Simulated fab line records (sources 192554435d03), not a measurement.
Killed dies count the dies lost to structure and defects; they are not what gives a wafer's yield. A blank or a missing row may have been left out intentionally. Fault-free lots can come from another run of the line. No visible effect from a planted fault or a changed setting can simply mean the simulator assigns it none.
Split-lot experiment    flow n5 finfet    21 wafers read from 7 lots, route of 1938 steps

## THE SPLIT
At N5_BEOL_M2_TRENCH_ETCH_37 (etches SiOC in C4F6/O2, target depth 55.555 nm, time 29.2 s), the setting time s was moved away from the recipe's 29.2 s on 9 of the 21 wafers read, by -13.8% to +17.3%. This setting was run at the recipe's value on the other wafers.

## FROM THE SPLIT TO THE READING: what the file shows between them, 13 steps
- N5_BEOL_M2_ETCH_41: etches SiCN in CH3F/O2, target depth 29.9 nm, time 52.5 s
- N5_BEOL_M2_STRIP_97: strips in N2/H2, time 10 s
- N5_BEOL_M2_OCD_MEAS_38
- N5_BEOL_M2_HM_STRIP_39: strips TiN in peroxide tin strip, target depth 25 nm, time 158 s
- N5_BEOL_M2_SRD_40: time 30 s
- N5_BEOL_M2_ECD_50: material Cu, target thk 300 nm
- N5_BEOL_M2_ANNEAL_51: time 90 s
- N5_BEOL_M2_CMP_52: polishes, stops on SiOC, t overpolish 6.8 s, target thk 40 nm
- N5_BEOL_M2_THK_MEAS_53: measures by xrf
- N5_BEOL_M2_PRE_CLEAN_60: time 15 s
- N5_BEOL_M2_CO_CAP_55: material Co, precursor CCTBA/H2, target thk 2 nm, time 102.1 s
- N5_BEOL_M2_PRE_CLEAN_56: time 15 s
- N5_BEOL_M2_DEP_57: deposits SiCN from 3MS/NH3, target thk 8 nm, time 14 s

## THE READING
M2_RS (ohm/sq), read at N5_BEOL_M2_RS_MEAS_58 with a four-point probe. Fault-free wafers of this fab line usually give 0.67 ohm/sq, standard deviation 0.034 ohm/sq.

wafer   tool, chamber at the split  time s as run, s  against the recipe  M2_RS, ohm/sq  against lot-mates on the recipe
L078.1  rie diel-04, 2              25.4              -13.0%              0.86           +0.18
L078.3  rie diel-04, 1              29.2              recipe              0.67           -
L078.4  rie diel-04, 0              29.2              recipe              0.69           -
L081.3  rie diel-03, 3              29.2              recipe              0.68           -
L081.4  rie diel-03, 0              29.2              recipe              0.66           -
L081.6  rie diel-03, 1              29.2              recipe              0.64           -
L083.2  rie diel-03, 0              34.01             +16.5%              0.49           no lot-mate on the recipe
L083.3  rie diel-03, 2              34.01             +16.5%              0.49           no lot-mate on the recipe
L083.4  rie diel-03, 1              34.01             +16.5%              0.51           no lot-mate on the recipe
L084.1  rie diel-05, 0              29.2              recipe              0.65           -
L084.4  rie diel-05, 2              29.2              recipe              0.61           -
L084.5  rie diel-05, 3              29.2              recipe              0.64           -
L085.2  rie diel-03, 2              32.9              +12.7%              0.56           -0.10
L085.4  rie diel-03, 0              29.2              recipe              0.64           -
L085.5  rie diel-03, 2              29.2              recipe              0.68           -
L095.1  rie diel-05, 3              25.16             -13.8%              1.03           +0.30
L095.4  rie diel-05, 0              29.2              recipe              0.73           -
L095.6  rie diel-05, 1              25.16             -13.8%              0.95           +0.22
L097.1  rie diel-05, 0              34.25             +17.3%              0.54           -0.14
L097.2  rie diel-05, 3              34.25             +17.3%              0.51           -0.17
L097.4  rie diel-05, 1              29.2              recipe              0.68           -

FIT RESULTS
A straight line over all 21 wafers: M2_RS changes by -0.0131 ohm/sq for each +1% of time s; r = -0.92; the points scatter about the line by 0.056 ohm/sq.
The same after taking each lot's own level away (the mean of its wafers on the recipe; 18 wafers): -0.0124 ohm/sq for each +1%; r = -0.94; scatter 0.04 ohm/sq.
The reading moves by 0.22 ohm/sq for the largest change in time s, on that fit.
From 0.633 to 0.730 ohm/sq: that is the span of the lots' own levels, equal to 2.8 times the standard deviation above.
Hence the lot-to-lot level has little effect on the slope; both slopes agree.
Check: with one of the wafers moved furthest among these (+17.3%) left out of the fit, the line predicts -0.215 ohm/sq for it against its lot-mates. Against them it came out at -0.14 ohm/sq.

## FURTHER SPLITS ON THESE WAFERS
Note: prior to the reading, these wafers also went through further splits. Each is held against what the fit with the lots' levels taken away leaves over:
other split on the same wafers  wafers away from the commonest value  r with M2_RS (lot level and that fit taken away)
N5_BEOL_M1_COAT_61 spin rpm     9                                     +0.31
N5_BEOL_M2_COAT_67 spin rpm     9                                     +0.33
N5_BEOL_M2_ETCHBACK_99 time s   6                                     -0.24

## THE WHOLE CHAIN: every reading that the file lists as answering this split, in the file's order
step                       what it does                                                   reading                                                                       change (the file's fit)                r (the file's)
N5_BEOL_M2_TRENCH_ETCH_37  etches SiOC in C4F6/O2, target depth 55.555 nm, time 29.2 s    BEOL_M2.feature depth nm (the simulator's own value, which no gauge read)     +0.548 nm for each +1% of the setting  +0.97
N5_BEOL_M2_TRENCH_ETCH_37  etches SiOC in C4F6/O2, target depth 55.555 nm, time 29.2 s    etch.depth nm (the simulator's own value, which no gauge read)                +0.545 nm for each +1% of the setting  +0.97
N5_BEOL_M2_OCD_MEAS_38                                                                    trench depth nm                                                               +0.539 nm for each +1% of the setting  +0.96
N5_BEOL_M2_CMP_52          polishes, stops on SiOC, t overpolish 6.8 s, target thk 40 nm  Cu_of_BEOL_M2_ECD_50.thk nm (the simulator's own value, which no gauge read)  +0.514 nm for each +1% of the setting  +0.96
N5_BEOL_M2_THK_MEAS_53     measures by xrf                                                M2_THK                                                                        +0.513 for each +1% of the setting     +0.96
N5_BEOL_M2_RS_MEAS_58      measures by four-point-probe                                   M2_RS                                                                         -0.0121 for each +1% of the setting    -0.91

## THE FILE'S OWN FIT
M2_RS changes by -0.0121 ohm/sq for each +1% of time s, r = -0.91.
